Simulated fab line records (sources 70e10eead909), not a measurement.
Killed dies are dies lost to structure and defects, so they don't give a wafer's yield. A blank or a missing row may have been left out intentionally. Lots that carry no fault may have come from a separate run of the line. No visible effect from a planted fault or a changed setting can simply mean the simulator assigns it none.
Chamber matching :: flow nand harc :: NHARC_A_BLC_STRIP_29 on rie diel-09 has 4 sister chambers
The step strips in CF4. 20 wafers are shown with their chamber, then 10 later ones without.

WAFERS WITH THEIR CHAMBER
wafer: L265.1
chamber: 3
showerhead plenum p Torr (Torr): 1.74
drypump motor current A (A): 6.14
oes product au (a.u.): 1.011

wafer: L265.2
chamber: 1
showerhead plenum p Torr (Torr): 1.81
drypump motor current A (A): 5.88
oes product au (a.u.): 0.993

wafer: L265.5
chamber: 2
showerhead plenum p Torr (Torr): 1.80
drypump motor current A (A): 5.80
oes product au (a.u.): 1.012

wafer: L267.2
chamber: 0
showerhead plenum p Torr (Torr): 1.89
drypump motor current A (A): 5.95
oes product au (a.u.): 1.022

wafer: L267.5
chamber: 2
showerhead plenum p Torr (Torr): 1.80
drypump motor current A (A): 5.80
oes product au (a.u.): 1.025

wafer: L267.6
chamber: 3
showerhead plenum p Torr (Torr): 1.74
drypump motor current A (A): 6.12
oes product au (a.u.): 1.004

wafer: L268.1
chamber: 2
showerhead plenum p Torr (Torr): 1.80
drypump motor current A (A): 5.79
oes product au (a.u.): 1.023

wafer: L268.2
chamber: 3
showerhead plenum p Torr (Torr): 1.74
drypump motor current A (A): 6.11
oes product au (a.u.): 1.007

wafer: L268.4
chamber: 1
showerhead plenum p Torr (Torr): 1.81
drypump motor current A (A): 5.87
oes product au (a.u.): 0.999

wafer: L278.2
chamber: 1
showerhead plenum p Torr (Torr): 1.81
drypump motor current A (A): 5.86
oes product au (a.u.): 0.998

wafer: L278.4
chamber: 2
showerhead plenum p Torr (Torr): 1.80
drypump motor current A (A): 5.77
oes product au (a.u.): 1.025

wafer: L278.6
chamber: 2
showerhead plenum p Torr (Torr): 1.80
drypump motor current A (A): 5.78
oes product au (a.u.): 1.024

wafer: L280.3
chamber: 1
showerhead plenum p Torr (Torr): 1.81
drypump motor current A (A): 5.87
oes product au (a.u.): 0.999

wafer: L280.4
chamber: 0
showerhead plenum p Torr (Torr): 1.88
drypump motor current A (A): 5.97
oes product au (a.u.): 1.007

wafer: L280.5
chamber: 1
showerhead plenum p Torr (Torr): 1.81
drypump motor current A (A): 5.86
oes product au (a.u.): 0.991

wafer: L281.1
chamber: 2
showerhead plenum p Torr (Torr): 1.80
drypump motor current A (A): 5.80
oes product au (a.u.): 1.035

wafer: L281.4
chamber: 3
showerhead plenum p Torr (Torr): 1.74
drypump motor current A (A): 6.13
oes product au (a.u.): 1.017

wafer: L281.6
chamber: 2
showerhead plenum p Torr (Torr): 1.80
drypump motor current A (A): 5.78
oes product au (a.u.): 1.025

wafer: L283.1
chamber: 0
showerhead plenum p Torr (Torr): 1.88
drypump motor current A (A): 5.97
oes product au (a.u.): 0.979

wafer: L283.5
chamber: 1
showerhead plenum p Torr (Torr): 1.81
drypump motor current A (A): 5.87
oes product au (a.u.): 1.005

SIGNATURES (means of the wafers above)
reading: showerhead plenum p Torr
chamber 0: 1.8833
chamber 1: 1.8100
chamber 2: 1.8000
chamber 3: 1.7400
scatter within a chamber: 0.00204

reading: drypump motor current A
chamber 0: 5.9633
chamber 1: 5.8683
chamber 2: 5.7886
chamber 3: 6.1250
scatter within a chamber: 0.011

reading: oes product au
chamber 0: 1.00267
chamber 1: 0.99750
chamber 2: 1.02414
chamber 3: 1.00975
scatter within a chamber: 0.00949
Rule: for each reading, subtract the chamber's mean from the wafer's reading, divide by that reading's scatter and square the result; add these up over the readings and take the root, which gives the wafer's distance from the chamber. If the next closest chamber is less than 2 further off than the closest, the wafer can't be placed; otherwise it belongs to the closest. The scatter: the root of (the sum of the squares of (reading less its chamber's mean) over the shown wafers, divided by (wafers less chambers)).

WAFERS WITH NO CHAMBER GIVEN
wafer: L283.6
showerhead plenum p Torr (Torr): 1.88
drypump motor current A (A): 5.98
oes product au (a.u.): 0.980

wafer: L284.2
showerhead plenum p Torr (Torr): 1.80
drypump motor current A (A): 5.86
oes product au (a.u.): 0.994

wafer: L284.3
showerhead plenum p Torr (Torr): 1.80
drypump motor current A (A): 5.78
oes product au (a.u.): 1.009

wafer: L284.6
showerhead plenum p Torr (Torr): 1.74
drypump motor current A (A): 6.14
oes product au (a.u.): 1.022

wafer: L287.1
showerhead plenum p Torr (Torr): 1.80
drypump motor current A (A): 5.85
oes product au (a.u.): 0.999

wafer: L287.3
showerhead plenum p Torr (Torr): 1.74
drypump motor current A (A): 6.16
oes product au (a.u.): 1.013

wafer: L287.6
showerhead plenum p Torr (Torr): 1.74
drypump motor current A (A): 6.13
oes product au (a.u.): 1.007

wafer: L288.2
showerhead plenum p Torr (Torr): 1.74
drypump motor current A (A): 6.11
oes product au (a.u.): 1.010

wafer: L288.5
showerhead plenum p Torr (Torr): 1.88
drypump motor current A (A): 6.00
oes product au (a.u.): 0.983

wafer: L288.6
showerhead plenum p Torr (Torr): 1.74
drypump motor current A (A): 6.10
oes product au (a.u.): 1.016

THE CHAMBER EACH PASSED THROUGH
wafer: L283.6
from the rows above: 0
in truth: 0

wafer: L284.2
from the rows above: 1
in truth: 1

wafer: L284.3
from the rows above: 2
in truth: 2

wafer: L284.6
from the rows above: 3
in truth: 3

wafer: L287.1
from the rows above: can't be placed: 1 or 2
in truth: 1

wafer: L287.3
from the rows above: 3
in truth: 3

wafer: L287.6
from the rows above: 3
in truth: 3

wafer: L288.2
from the rows above: 3
in truth: 3

wafer: L288.5
from the rows above: 0
in truth: 0

wafer: L288.6
from the rows above: 3
in truth: 3
Correct placement for 9 of the 10. These rows do not allow placing 1 (true chamber among the candidates in 1). 0 placed wrongly.
